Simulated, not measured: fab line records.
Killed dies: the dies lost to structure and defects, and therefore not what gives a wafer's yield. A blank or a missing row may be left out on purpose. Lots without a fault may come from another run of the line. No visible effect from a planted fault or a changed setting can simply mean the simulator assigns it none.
Comparing a struck lot with a sound one    flow n5Finfet    36 out of 1938 route steps
Sound: wafers L334.1, L334.2, L334.3. Struck: wafer L347.6 (left out: L347.3, a lot-mate that was not struck); the cause follows at the end.
Order at every step that has rows: each side's tool, ch and its chambers, its first start. Under that, the readings that differ: sound wafers    struck wafers    difference of the means    sigmas: that difference in standard deviations of wafers without a fault.
alike: a reading whose means differ by less than 2 such deviations, as well as words and numbers matching on both sides. not compared: withheld readings; readings where some wafer has no value; bounds like >300 that might hide an equal value; numbers whose values overlap and for which the record gives no deviation.
Wherever a step has rows on one side only, a row that says differs or no value, or a row with sigmas, the two part there. When numbers do not overlap yet have no deviation, they are printed without sigmas and do not part them. A reading that every wafer of one side lacks parts them only if that side has two wafers or more.

first, 9 steps without rows for these wafers: N5_BEOL_M4_ANNEAL_95 (time 240 s); N5_BEOL_M4_SPUTTER_96 (material Cu, target thk 4.5 nm, time 8.29 s); N5_BEOL_M4_ECD_50 (material Cu, target thk 300 nm); N5_BEOL_M4_ANNEAL_51 (time 90 s); N5_BEOL_M4_CMP_52 (polishes, stops on SiOC, t overpolish 6.8 s, target thk 40 nm); N5_BEOL_M4_PRE_CLEAN_60 (time 15 s); N5_BEOL_M4_CO_CAP_55 (material Co, precursor CCTBA/H2, target thk 2 nm, time 102.1 s); N5_BEOL_M4_PRE_CLEAN_56 (time 15 s); N5_BEOL_M4_DEP_57 (deposits SiCN from 3MS/NH3, target thk 8 nm, time 14 s).
N5_BEOL_M4_RC_MEAS_101:
  sound on prober-02 ch 0, day 9 13:04; struck on prober-02 ch 0, day 12 21:16
  alike: DIBL_N, DIBL_P, IOFF_N, IOFF_P, ION_N, ION_P, SS_N, SS_P, VT_N, VT_P
then, 24 steps without rows for these wafers: N5_BEOL_M5_ILD_DEP_00 (deposits SiCOH lowk from DEMS/porogen, target thk 140.64 nm, time 25.9 s); N5_BEOL_M5_CURE_79 (cures SiCOH lowk, time 240 s); N5_BEOL_M5_PECVD_70 (deposits SiO2 from TEOS/O2, target thk 16 nm, time 18 s); N5_BEOL_M5_HM_DEP_02 (deposits TiN, target thk 20 nm); N5_BEOL_M5_COAT_59 (time 60 s, resist thk 60 nm); N5_BEOL_M5_COAT_60 (time 60 s, resist thk 12 nm); N5_BEOL_M5_COAT_71 (time 60 s, resist thk 5 nm); N5_BEOL_M5_COAT_05 (resist thk 30 nm); N5_BEOL_M5_EBR_07; N5_BEOL_M5_SOFTBAKE_06 (time 60 s); N5_BEOL_M5_EXPOSE_08 (exposes mask M5, target cd 28 nm); N5_BEOL_M5_PEB_09 (peb time 60 s); N5_BEOL_M5_DEVELOP_10 (develop time 30 s); N5_BEOL_M5_DESCUM_16 (chemistry O2, time 7 s); N5_BEOL_M5_ETCH_72 (etches underlayer in N2/H2, target depth 6.5 nm, time 5.2 s); N5_BEOL_M5_ETCH_61 (etches SiARC in CF4, target depth 15.6 nm, time 26 s); N5_BEOL_M5_ETCH_62 (etches SOC in N2/H2, target depth 75 nm, overetch 15 nm, time 112.5 s); N5_BEOL_M5_STRIP_63 (strips in N2/H2); N5_BEOL_M5_STRIP_73 (strips in N2/H2); N5_BEOL_M5_STRIP_64 (strips in CF4); N5_BEOL_M5_HM_OPEN_17 (chemistry Cl2/BCl3, target TiN, target depth 20 nm, overetch 6 nm); N5_BEOL_M5_STRIP_19 (strips in O2); N5_BEOL_M5_COAT_65 (time 60 s, resist thk 60 nm); N5_BEOL_M5_COAT_66 (time 60 s, resist thk 12 nm).
N5_BEOL_M5_ALD_86: deposits TaN, pulse time 2 s, purge time 3 s, co reactant purge time 2 s.
  sound on aldMetal-01 ch 1,2,3, day 9 19:17; struck on aldMetal-01 ch 0, day 13 02:14
reading    sound     struck  difference  sigmas
aldCycles  30 30 30  25      -5          
  alike: heaterPowerW
  not compared: model.TaN_of_BEOL_M5_ALD_86.thkNm
-- here the record skips 4 days between the struck wafers' starts before and after, leaving off in module BEOL_M5 and picking up in module PASSIVATION (first step shown: number 1936 of the route) --
N5_PASSIVATION_PROBE_49:
  sound on prober-02, day 13 15:11; struck on prober-01, day 17 03:52
reading                 sound    struck  difference  sigmas
killed_at_M4_up         9 19 15  26      +12         +2
sort_bin_4_leakage (%)  0 0 0    0.59    +0.59       +49
  alike: defectLimitedYield, killed_at_M0_to_M3, killedAtContacts, killedAtFrontEnd, killedAtOther, killedDies, killedOpen, killedShort, sort_bin_5_function, sort_bin_6_memory, sort_bin_8_speed, sortNPass, sortYieldPct

== WHERE THEY PART ==
N5_PASSIVATION_PROBE_49 only, going by this record.

WHY: what had been put in by the simulator
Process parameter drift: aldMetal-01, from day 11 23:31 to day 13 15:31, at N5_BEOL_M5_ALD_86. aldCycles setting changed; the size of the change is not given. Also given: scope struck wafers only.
